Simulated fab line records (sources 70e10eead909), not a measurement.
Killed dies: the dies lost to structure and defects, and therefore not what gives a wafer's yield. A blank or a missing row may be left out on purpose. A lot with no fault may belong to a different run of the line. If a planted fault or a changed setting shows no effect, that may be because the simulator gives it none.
fab line records	flow nandHarc
record lots=6	wafers=18	lastDay=34
route steps=1302 shown A_CHANNEL_HOLE_D1@456 END@1302
lots with no fault: from the same line, run without faults
startH: the number of hours between the record's first day and the start of the first shown wafer of the lot	waitH: hours elapsed since this lot's preceding step	" as in the row above	L1.1+2: a single row standing in for several wafers	- no value, or no start given	* or withheld: withheld	< > ~ a bound
route shown NAME@n: NAME is a module with steps in the file, n the number in the route of the first one	usual: mean/standard deviation of fault-free wafers	same: alike in all rows	chamber/n: place in a boat	sites: the reading at each site	_std_site: standard deviation across them	_edge_site: inner sites' mean taken away from outer sites' mean	radiusMm: for every site, how far away it sits from the centre of the wafer	mask NAME#n: copy n	behind: tool/chamber where the wafer was last shaped	hold: the reason the lot was held/the length of the hold in hours/how it ended	device: which transistor (n, p or np) failed to switch	end of line: the route-end tests of the same wafers	a step with no rows: only its recipe	killed: dies that structure and defects cost at the first sort, which is not the same as the wafer's yield	map: a wafer's dies, x killed, . not, _ none there
set.NAME: setting as actually run; set.NAME@STEP: the setting as run at that earlier step	model.NAME: the simulator's own value behind a step, which no gauge read
certain route steps with their lots: each step a table, each wafer a row
services: the hour from which a tool's chamber was out of use, counted from the record's first day as startH (under 0 if before that day), plus the number of hours and why
## steps
# step NHARC_A_CHANNEL_HOLE_D1_COAT_04
# recipe spinRpm=1500	resistThkNm=90
# step NHARC_A_CHANNEL_HOLE_D1_SOFTBAKE_05
# recipe tempC=105	timeS=55
# step NHARC_A_CHANNEL_HOLE_D1_EBR_06
# step NHARC_A_CHANNEL_HOLE_D1_EXPOSE_07
# recipe na=1.35	targetCdNm=100	sigmaOuter=0.3	doseMj=59.65	maskId=HOLE_D1
# step NHARC_A_CHANNEL_HOLE_D1_PEB_08
# recipe pebTempC=100	pebTimeS=65
# step NHARC_A_CHANNEL_HOLE_D1_DEVELOP_09
# recipe developTimeS=35	devTempC=23
# step NHARC_A_CHANNEL_HOLE_D1_CD_MEAS_10
# recipe targetCdNm=100	landingEnergyEv=500
# usual cdNm=100.1/0.64
lot.wafer	tool	chamber	startH	waitH	cdNm
L599.1	cdSem-03	0	189.45	-	100.1
L599.2	"	0	"	"	99.9
L599.3	"	0	"	"	99.7
L600.1	cdSem-03	0	197.70	-	99.1
L600.2	"	0	"	"	99.7
L600.5	"	0	"	"	99.0
L603.2	cdSem-03	0	227.76	-	98.6
L603.3	"	0	"	"	99.6
L603.6	"	0	"	"	99.1
L605.1	cdSem-03	0	255.93	-	100.2
L605.4	"	0	"	"	99.9
L605.5	"	0	"	"	100.5
L613.1	cdSem-01	0	321.89	-	98.9
L613.4	"	0	"	"	100.5
L613.6	"	0	"	"	98.9
L621.1	cdSem-02	0	406.24	-	99.4
L621.2	"	0	"	"	100.5
L621.3	"	0	"	"	101.0
# step NHARC_A_CHANNEL_HOLE_D1_OVL_MEAS_11
# usual overlayXNm=0.1/0.87	overlayYNm=-0.1/0.95
lot.wafer	tool	chamber	startH	waitH	overlayXNm	overlayYNm
L599.1	overlay-02	-	189.54	-	-0.6	1.2
L599.2	"	-	"	"	-1.0	1.2
L599.3	"	-	"	"	-0.9	1.5
L600.1	overlay-02	-	197.78	-	1.9	-1.2
L600.2	"	-	"	"	2.1	-1.0
L600.5	"	-	"	"	1.9	-0.8
L603.2	overlay-01	-	227.85	-	-0.1	-0.4
L603.3	"	-	"	"	-0.1	0.3
L603.6	"	-	"	"	-0.3	0.6
L605.1	overlay-01	-	256.01	-	0.5	1.9
L605.4	"	-	"	"	0.8	1.8
L605.5	"	-	"	"	1.0	1.8
L613.1	overlay-01	-	321.98	-	-0.2	-1.7
L613.4	"	-	"	"	-0.1	-1.6
L613.6	"	-	"	"	0.0	-1.5
L621.1	overlay-02	-	406.33	-	0.3	-0.2
L621.2	"	-	"	"	0.0	-0.3
L621.3	"	-	"	"	-0.1	0.1
# step NHARC_A_CHANNEL_HOLE_D1_INSPECT_12
# usual rawDefectCount=5.3/2.9
lot.wafer	tool	chamber	startH	waitH	rawDefectCount
L599.1	defectInspect-01	-	189.57	0.0	5
L599.2	"	-	"	"	5
L599.3	"	-	"	"	6
L600.1	defectInspect-02	-	197.82	0.0	0
L600.2	"	-	"	"	7
L600.5	"	-	"	"	8
L603.2	defectInspect-01	-	227.89	0.0	2
L603.3	"	-	"	"	6
L603.6	"	-	"	"	2
L605.1	defectInspect-01	-	256.05	0.0	3
L605.4	"	-	"	"	4
L605.5	"	-	"	"	1
L613.1	defectInspect-01	-	322.02	0.0	4
L613.4	"	-	"	"	11
L613.6	"	-	"	"	7
L621.1	defectInspect-01	-	406.37	0.0	3
L621.2	"	-	"	"	5
L621.3	"	-	"	"	6
# step NHARC_A_CHANNEL_HOLE_D1_DESCUM_15
# recipe timeS=3	o2FlowSccm=200	arFlowSccm=0	biasPowerW=0	chemistry=O2
# usual drypumpMotorCurrentA=5.6/0.41	o2FlowSccm=200.0/0.57	oesProductAu=0.999/0.012	rfVppV=57.8/0.87	showerheadPlenumPTorr=1.90/0.082	throttleValvePct=11.310/0.0089
lot.wafer	tool	chamber	startH	waitH	drypumpMotorCurrentA	o2FlowSccm	oesProductAu	rfHoursCounterH	rfVppV	showerheadPlenumPTorr	throttleValvePct
L599.1	rieDiel-05	1	189.64	0.1	5.5	199.2	1.004	11	57.8	1.83	11.307
L599.2	"	2	"	"	6.3	200.0	0.990	11	59.1	1.80	11.310
L599.3	"	3	"	"	5.2	200.3	0.986	11	57.4	1.91	11.306
L600.2	rieDiel-05	0	197.89	0.1	5.3	199.5	1.001	11	57.8	2.01	11.299
L600.1	"	2	"	"	6.3	199.9	0.996	12	58.7	1.80	11.316
L600.5	"	0	"	"	5.3	200.1	1.003	-	57.2	2.01	11.325
L603.2	rieDiel-05	1	227.96	0.1	5.5	200.3	1.009	14	58.0	1.83	11.312
L603.3	"	2	"	"	6.3	199.3	0.988	14	57.6	1.80	11.302
L603.6	"	1	"	"	5.5	199.6	0.998	-	57.8	1.83	11.315
L605.1	rieDiel-05	3	256.11	0.1	5.2	198.6	0.996	1	57.2	1.91	11.322
L605.4	"	1	"	"	5.5	198.7	1.001	1	57.0	1.83	11.333
L605.5	"	3	"	"	5.2	199.3	0.986	-	57.2	1.91	11.295
L613.1	rieDiel-12	3	322.10	0.1	5.9	198.6	0.989	18	56.8	1.77	11.301
L613.4	"	0	"	"	5.7	200.7	0.979	18	58.6	1.94	11.326
L613.6	"	1	"	"	5.9	199.8	1.007	-	57.6	1.95	11.295
L621.1	rieDiel-12	1	406.43	0.1	5.8	199.6	1.001	44	57.4	1.94	11.332
L621.2	"	3	"	"	5.9	199.5	0.986	42	55.8	1.77	11.324
L621.3	"	0	"	"	5.7	199.7	0.998	44	58.5	1.93	11.309
# step NHARC_A_CHANNEL_HOLE_D1_ETCH_38
# recipe targetDepthA=390	overEtchFrac=0.3	timeS=65	ionEnergyEv=80	cf4FlowSccm=150	arFlowSccm=0	rfW=300	biasW=100	chemistry=CF4
# usual drypumpMotorCurrentA=5.7/0.42	oesProductAu=0.998/0.012	rfFwdPowerW=297.1/0.97	rfVppV=150.9/1.2	showerheadPlenumPTorr=1.75/0.071	throttleValvePct=13.284/0.0092
lot.wafer	tool	chamber	startH	waitH	drypumpMotorCurrentA	oesProductAu	rfFwdPowerW	rfHoursCounterH	rfVppV	showerheadPlenumPTorr	throttleValvePct
L599.2	rieDiel-05	0	189.72	0.1	5.3	1.009	298.0	11	153.6	1.85	13.275
L599.3	"	2	"	"	6.3	0.986	297.7	11	149.0	1.67	13.279
L599.1	"	3	"	"	5.2	0.979	295.9	11	151.0	1.77	13.275
L600.2	rieDiel-05	1	197.97	0.1	5.5	1.013	297.1	12	150.6	1.69	13.283
L600.1	"	2	"	"	6.3	0.998	298.4	12	149.2	1.67	13.280
L600.5	"	1	"	"	5.5	1.011	297.0	-	150.4	1.69	13.293
L603.3	rieDiel-05	3	228.03	0.1	5.2	0.976	296.8	14	151.5	1.77	13.282
L603.2	"	0	"	"	5.3	0.991	296.9	14	151.8	1.85	13.277
L603.6	"	3	"	"	5.2	0.981	296.9	-	151.8	1.77	13.273
L605.4	rieDiel-05	0	256.21	0.1	5.3	1.010	296.9	1	152.7	1.85	13.275
L605.1	"	1	"	"	5.5	1.016	297.8	1	150.5	1.69	13.270
L605.5	"	2	"	"	6.3	0.980	296.7	-	152.2	1.67	13.299
L613.1	rieDiel-12	2	322.18	0.1	5.6	1.021	298.9	16	151.2	1.82	13.277
L613.4	"	3	"	"	5.9	0.976	297.7	18	150.7	1.65	13.287
L613.6	"	0	"	"	5.7	0.991	296.8	-	151.6	1.79	13.294
L621.1	rieDiel-12	3	406.51	0.1	5.9	0.994	297.0	42	149.6	1.64	13.284
L621.3	"	0	"	"	5.7	0.988	296.2	44	151.5	1.78	13.274
L621.2	"	1	"	"	5.9	1.001	298.9	44	150.5	1.79	13.273
# step NHARC_A_CHANNEL_HOLE_D1_ETCH_39
# recipe targetDepthA=2600	overEtchFrac=0.3	timeS=325	ionEnergyEv=200	n2FlowSccm=150	h2FlowSccm=150	arFlowSccm=0	rfW=400	biasW=150	chemistry=N2/H2
# usual drypumpMotorCurrentA=5.6/0.42	oesProductAu=0.997/0.012	rfFwdPowerW=399.0/1.1	rfVppV=429.9/2.7	showerheadPlenumPTorr=2.02/0.09	throttleValvePct=14.171/0.0089
lot.wafer	tool	chamber	startH	waitH	drypumpMotorCurrentA	oesProductAu	rfFwdPowerW	rfHoursCounterH	rfVppV	showerheadPlenumPTorr	throttleValvePct
L599.1	rieDiel-05	2	-	-	6.3	0.988	400.8	11	426.5	1.92	14.173
L599.3	"	3	"	"	5.2	0.976	399.7	11	428.7	2.04	14.177
L599.2	"	0	"	"	5.3	0.992	397.7	11	433.4	2.14	14.170
L600.1	rieDiel-05	2	-	-	6.3	0.997	398.5	12	426.8	1.92	14.166
L600.2	"	0	"	"	5.3	1.007	398.7	11	433.2	2.14	14.175
L600.5	"	2	"	"	6.3	0.989	398.3	-	427.3	1.92	14.173
L603.3	rieDiel-05	3	-	-	5.2	0.963	400.8	14	431.0	2.04	14.158
L603.2	"	0	"	"	5.3	0.997	399.8	14	432.7	2.14	14.168
L603.6	"	2	"	"	6.3	0.995	398.5	-	427.1	1.92	14.190
L605.1	rieDiel-05	0	-	-	5.3	1.014	398.1	1	432.7	2.14	14.175
L605.4	"	2	"	"	6.3	0.982	400.2	1	426.3	1.92	14.184
L605.5	"	0	"	"	5.3	1.015	397.8	-	434.5	2.14	14.176
L613.4	rieDiel-12	0	-	-	5.7	0.987	400.7	18	430.8	2.07	14.162
L613.1	"	1	"	"	5.9	0.998	399.3	16	431.5	2.08	14.173
L613.6	"	0	"	"	5.7	0.989	400.5	-	430.9	2.07	14.163
L621.1	rieDiel-12	3	-	-	5.9	0.990	400.4	42	426.0	1.88	14.177
L621.2	"	0	"	"	5.7	1.002	400.5	44	430.3	2.06	14.189
L621.3	"	1	"	"	5.9	1.001	398.4	44	429.8	2.07	14.166
# step NHARC_A_CHANNEL_HOLE_D1_ETCH_34
# recipe targetDepthA=1540	timeS=77	cf4FlowSccm=100	chf3FlowSccm=30	arFlowSccm=0	rfW=500	biasW=200	chemistry=CF4/CHF3
# usual drypumpMotorCurrentA=5.6/0.43	oesProductAu=0.948/0.024	rfFwdPowerW=495.8/1.7	rfVppV=370.0/2.1	showerheadPlenumPTorr=1.56/0.063	throttleValvePct=16.802/0.0097
lot.wafer	tool	chamber	startH	waitH	drypumpMotorCurrentA	oesProductAu	rfFwdPowerW	rfHoursCounterH	rfVppV	showerheadPlenumPTorr	throttleValvePct	model.A_CHANNEL_HOLE_D1.cdNm
L599.1	rieDiel-05	2	190.06	-	6.3	0.952	494.9	11	367.1	1.49	16.806	99.11
L599.3	"	0	"	"	5.3	0.947	494.5	11	373.3	1.65	16.805	98.28
L599.2	"	1	"	"	5.5	0.959	497.9	11	369.6	1.51	16.775	100.8
L600.1	rieDiel-05	2	198.31	-	6.3	0.965	500.0	12	368.4	1.49	16.818	97.92
L600.2	"	3	"	"	5.1	0.942	493.6	12	369.9	1.57	16.810	101.1
L600.5	"	2	"	"	6.3	0.969	498.3	-	368.1	1.49	16.794	98.45
L603.2	rieDiel-05	3	228.39	-	5.2	0.960	494.4	14	370.2	1.57	16.809	98.22
L603.3	"	0	"	"	5.3	0.965	498.9	14	372.5	1.64	16.794	99.55
L603.6	"	2	"	"	6.2	0.730	296.5	-	366.6	1.49	16.788	94.05
L605.1	rieDiel-05	2	256.56	-	6.3	0.725	297.4	1	366.3	1.49	16.796	97.22
L605.4	"	3	"	"	5.1	0.960	495.8	1	371.0	1.57	16.785	98.21
L605.5	"	0	"	"	5.3	0.969	495.4	-	373.4	1.64	16.810	100.2
L613.1	rieDiel-12	0	322.51	-	5.7	0.964	498.3	18	371.5	1.59	16.804	96.68
L613.4	"	3	"	"	5.9	0.956	494.1	18	367.7	1.47	16.776	99.59
L613.6	"	0	"	"	5.7	0.971	500.2	-	371.1	1.59	16.799	98.07
L621.2	rieDiel-12	2	407.10	-	5.6	0.970	496.9	42	372.1	1.62	16.809	99.6
L621.1	"	3	"	"	5.9	0.956	496.3	42	366.9	1.46	16.803	102.1
L621.3	"	0	"	"	5.7	0.966	497.1	45	370.1	1.59	16.803	100.5
# step NHARC_A_CHANNEL_HOLE_D1_ETCH_16
# recipe targetDepthA=31000	overEtchFrac=0.3	timeS=806	ionEnergyEv=150	o2FlowSccm=400	cosFlowSccm=20	arFlowSccm=0	rfW=500	biasW=300	chemistry=O2/COS
# usual drypumpMotorCurrentA=5.7/0.43	o2FlowSccm=399.9/1.3	oesProductAu=0.998/0.012	rfFwdPowerW=499.5/1.6	rfVppV=313.9/2	showerheadPlenumPTorr=3.10/0.13	throttleValvePct=28.329/0.0088
lot.wafer	tool	chamber	startH	waitH	drypumpMotorCurrentA	o2FlowSccm	oesProductAu	rfFwdPowerW	rfHoursCounterH	rfVppV	showerheadPlenumPTorr	throttleValvePct	model.A_CHANNEL_HOLE_D1.cdNm
L599.1	rieDiel-05	2	-	-	6.3	398.6	0.985	499.1	11	312.7	2.95	28.318	99.46
L599.3	"	3	"	"	5.2	398.5	0.976	495.9	11	313.4	3.12	28.311	96.01
L599.2	"	1	"	"	5.5	396.7	1.008	499.6	11	312.8	2.99	28.331	99.44
L600.2	rieDiel-05	0	-	-	5.3	398.6	1.000	501.1	11	316.3	3.26	28.343	102.3
L600.1	"	2	"	"	6.3	399.9	0.991	497.9	12	312.4	2.95	28.331	98.25
L600.5	"	3	"	"	5.2	398.0	0.979	499.3	-	314.2	3.12	28.314	98.02
L603.3	rieDiel-05	2	-	-	6.3	401.2	1.010	500.0	14	311.4	2.95	28.324	99.76
L603.2	"	1	"	"	5.5	400.6	1.005	500.7	14	311.3	2.99	28.317	99.34
L603.6	"	3	"	"	5.2	398.5	0.974	499.6	-	315.2	3.12	28.340	93.33
L605.4	rieDiel-05	3	-	-	5.2	400.4	0.998	500.7	1	313.9	3.12	28.336	94.92
L605.1	"	0	"	"	5.3	399.8	1.006	499.8	1	317.2	3.26	28.348	96.32
L605.5	"	2	"	"	6.3	401.0	0.982	500.1	-	309.9	2.95	28.332	99.95
L613.4	rieDiel-12	0	-	-	5.7	400.5	0.992	500.5	18	315.7	3.16	28.324	100.1
L613.1	"	2	"	"	5.6	399.0	1.009	500.7	16	316.4	3.22	28.339	98.36
L613.6	"	3	"	"	5.9	400.7	0.983	501.8	-	311.0	2.91	28.324	99.73
L621.3	rieDiel-12	0	-	-	5.7	400.0	0.997	499.6	45	314.9	3.15	28.331	101.4
L621.2	"	1	"	"	5.9	399.1	1.000	497.5	45	315.6	3.16	28.317	99.55
L621.1	"	2	"	"	5.6	401.0	1.025	501.9	42	315.7	3.21	28.339	104.1
# step NHARC_A_CHANNEL_HOLE_D1_CD_MEAS_18
# usual cdNm=99.0/2.3
lot.wafer	tool	chamber	startH	waitH	cdNm
L599.1	cdSem-03	-	190.74	-	99.5
L599.2	"	-	"	"	99.5
L599.3	"	-	"	"	96.1
L600.1	cdSem-01	-	198.98	-	97.9
L600.2	"	-	"	"	102.3
L600.5	"	-	"	"	98.2
L603.2	cdSem-01	-	229.05	-	99.2
L603.3	"	-	"	"	99.7
L603.6	"	-	"	"	93.4
L605.1	cdSem-02	-	257.22	-	96.7
L605.4	"	-	"	"	95.1
L605.5	"	-	"	"	100.0
L613.1	cdSem-01	-	323.18	-	98.2
L613.4	"	-	"	"	99.9
L613.6	"	-	"	"	99.9
L621.1	cdSem-03	-	407.77	-	103.7
L621.2	"	-	"	"	99.7
L621.3	"	-	"	"	101.7
# step NHARC_END_SORT_01
# recipe tempC=25
# usual killedAtArray=56/19	killedAtOther=0.8/1.1	killedAtPeriphery=3.4/2.5	killedDies=60/19	killedOpen=2.9/1.7	killedShort=2.4/1.6
# same grossDies=677
lot.wafer	tool	chamber	startH	waitH	killedAtArray	killedAtOther	killedAtPeriphery	killedDies	killedOpen	killedShort
L605.1	prober-02	0	631.66	2.5	665	4	8	677	3	4
L603.6	prober-01	0	635.60	4.0	675	2	0	677	2	1
# killed by level:class
L605.1 A_CHANNEL_HOLE_D1:areaEtch=597 A_SLIT:chamberFilmFlake=31 A_CHANNEL_HOLE_D2:chamberFilmFlake=19 A_CONTACT:chamberFilmFlake=6 P_CONTACT:chamberFilmFlake=5 A_CHANNEL_HOLE_D1:chamberFilmFlake=4 THIN_TSV:chamberFilmFlake=4 A_DECK1_JOINT:geometricParticle:short=2
L603.6 A_CHANNEL_HOLE_D1:areaEtch=623 A_SLIT:chamberFilmFlake=27 A_CHANNEL_HOLE_D2:chamberFilmFlake=10 A_CHANNEL_FILL_D2:chamberFilmFlake=4 A_DECK1_JOINT:chamberFilmFlake=3 A_SGD_CUT:chamberFilmFlake=2 A_CONTACT:chamberFilmFlake=2 A_ONON_D2:geometricParticle:short=1
# map L603.6 (x killed, . not)
____________x____________
_________xxxxxxx_________
_______xxxxxxxxxxx_______
______xxxxxxxxxxxxx______
_____xxxxxxxxxxxxxxx_____
____xxxxxxxxxxxxxxxxx____
____xxxxxxxxxxxxxxxxx____
___xxxxxxxxxxxxxxxxxxx___
___xxxxxxxxxxxxxxxxxxx___
__xxxxxxxxxxxxxxxxxxxxx__
__xxxxxxxxxxxxxxxxxxxxx__
_xxxxxxxxxxxxxxxxxxxxxxx_
_xxxxxxxxxxxxxxxxxxxxxxx_
_xxxxxxxxxxxxxxxxxxxxxxx_
_xxxxxxxxxxxxxxxxxxxxxxx_
_xxxxxxxxxxxxxxxxxxxxxxx_
xxxxxxxxxxxxxxxxxxxxxxxxx
xxxxxxxxxxxxxxxxxxxxxxxxx
xxxxxxxxxxxxxxxxxxxxxxxxx
xxxxxxxxxxxxxxxxxxxxxxxxx
xxxxxxxxxxxxxxxxxxxxxxxxx
_xxxxxxxxxxxxxxxxxxxxxxx_
_xxxxxxxxxxxxxxxxxxxxxxx_
_xxxxxxxxxxxxxxxxxxxxxxx_
_xxxxxxxxxxxxxxxxxxxxxxx_
_xxxxxxxxxxxxxxxxxxxxxxx_
__xxxxxxxxxxxxxxxxxxxxx__
__xxxxxxxxxxxxxxxxxxxxx__
___xxxxxxxxxxxxxxxxxxx___
___xxxxxxxxxxxxxxxxxxx___
____xxxxxxxxxxxxxxxxx____
____xxxxxxxxxxxxxxxxx____
_____xxxxxxxxxxxxxxx_____
______xxxxxxxxxxxxx______
_______xxxxxxxxxxx_______
_________xxxxxxx_________
____________x____________
# map L605.1 (x killed, . not)
____________x____________
_________xxxxxxx_________
_______xxxxxxxxxxx_______
______xxxxxxxxxxxxx______
_____xxxxxxxxxxxxxxx_____
____xxxxxxxxxxxxxxxxx____
____xxxxxxxxxxxxxxxxx____
___xxxxxxxxxxxxxxxxxxx___
___xxxxxxxxxxxxxxxxxxx___
__xxxxxxxxxxxxxxxxxxxxx__
__xxxxxxxxxxxxxxxxxxxxx__
_xxxxxxxxxxxxxxxxxxxxxxx_
_xxxxxxxxxxxxxxxxxxxxxxx_
_xxxxxxxxxxxxxxxxxxxxxxx_
_xxxxxxxxxxxxxxxxxxxxxxx_
_xxxxxxxxxxxxxxxxxxxxxxx_
xxxxxxxxxxxxxxxxxxxxxxxxx
xxxxxxxxxxxxxxxxxxxxxxxxx
xxxxxxxxxxxxxxxxxxxxxxxxx
xxxxxxxxxxxxxxxxxxxxxxxxx
xxxxxxxxxxxxxxxxxxxxxxxxx
_xxxxxxxxxxxxxxxxxxxxxxx_
_xxxxxxxxxxxxxxxxxxxxxxx_
_xxxxxxxxxxxxxxxxxxxxxxx_
_xxxxxxxxxxxxxxxxxxxxxxx_
_xxxxxxxxxxxxxxxxxxxxxxx_
__xxxxxxxxxxxxxxxxxxxxx__
__xxxxxxxxxxxxxxxxxxxxx__
___xxxxxxxxxxxxxxxxxxx___
___xxxxxxxxxxxxxxxxxxx___
____xxxxxxxxxxxxxxxxx____
____xxxxxxxxxxxxxxxxx____
_____xxxxxxxxxxxxxxx_____
______xxxxxxxxxxxxx______
_______xxxxxxxxxxx_______
_________xxxxxxx_________
____________x____________
## services
tool	chamber	startH	hours	kind
rieDiel-05	-	171.47	5.2	repair
rieDiel-05	0	184.32	-	clean
rieDiel-05	1	184.32	-	clean
rieDiel-05	2	184.32	-	clean
rieDiel-05	3	184.32	-	clean
rieDiel-12	2	200.63	10.0	repair
rieDiel-05	0	208.82	-	clean
rieDiel-05	1	208.82	-	clean
rieDiel-05	2	208.82	-	clean
rieDiel-05	3	208.82	-	clean
rieDiel-12	0	212.52	8.3	repair
rieDiel-05	-	229.60	9.0	pm
rieDiel-05	0	229.60	9.0	ventCycle
rieDiel-05	1	229.60	9.0	ventCycle
rieDiel-05	2	229.60	9.0	ventCycle
rieDiel-05	3	229.60	9.0	ventCycle
rieDiel-05	0	238.60	-	clean
rieDiel-05	1	238.60	-	clean
rieDiel-05	2	238.60	-	clean
rieDiel-05	3	238.60	-	clean
rieDiel-12	1	238.83	9.6	repair
rieDiel-12	-	268.96	9.0	pm
rieDiel-05	0	335.23	14.1	repair
rieDiel-05	-	406.60	9.0	pm
## key
firstSign step=NHARC_A_CHANNEL_HOLE_D1_ETCH_34	reading=rfFwdPowerW	direction=down	sigmas=99+	usual=*	struck=*
effect step=NHARC_A_CHANNEL_HOLE_D1_ETCH_34	reading=oesProductAu	direction=down	sigmas=9	usual=0.948	struck=0.728
effect step=NHARC_END_SORT_01	reading=killedAtArray	direction=up	sigmas=33	usual=56	struck=670
modelEffect step=NHARC_A_CHANNEL_HOLE_D1_ETCH_34	value=A_CHANNEL_HOLE_D1.cdNm	without=99.23	struck=95.64
modelEffect step=NHARC_A_CHANNEL_HOLE_D1_ETCH_16	value=A_CHANNEL_HOLE_D1.cdNm	without=98.42	struck=94.83
moreKillsBornAt NHARC_A_CHANNEL_HOLE_D1_ETCH_34@rieDiel-05=1220
metAt NHARC_A_CHANNEL_HOLE_D1_ETCH_34
struckWafers L603.6,L605.1
laterRowsLeftOut L603.6,L605.1
testerLeftOut L603,L605
onsetBetween 198.31 228.39
fault kind=processParameterDrift	tool=rieDiel-05	chamber=2	onsetH=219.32	steps=NHARC_A_CHANNEL_HOLE_D1_ETCH_34	channel=rfW	offset=*	shape=step	endH=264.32	actsIn=*	stated=*
# testerLeftOut: of these lots the tester's yield and bins aren't shown, on N5 and GAA mostly nor the transistor test; their killed dies are dies lost to structure and defects alone, not to doping, threshold or leakage, so they don't give the yield
# laterRowsLeftOut: the simulator's readings of these wafers behind a module that went badly wrong aren't trusted and aren't shown, but for the sort
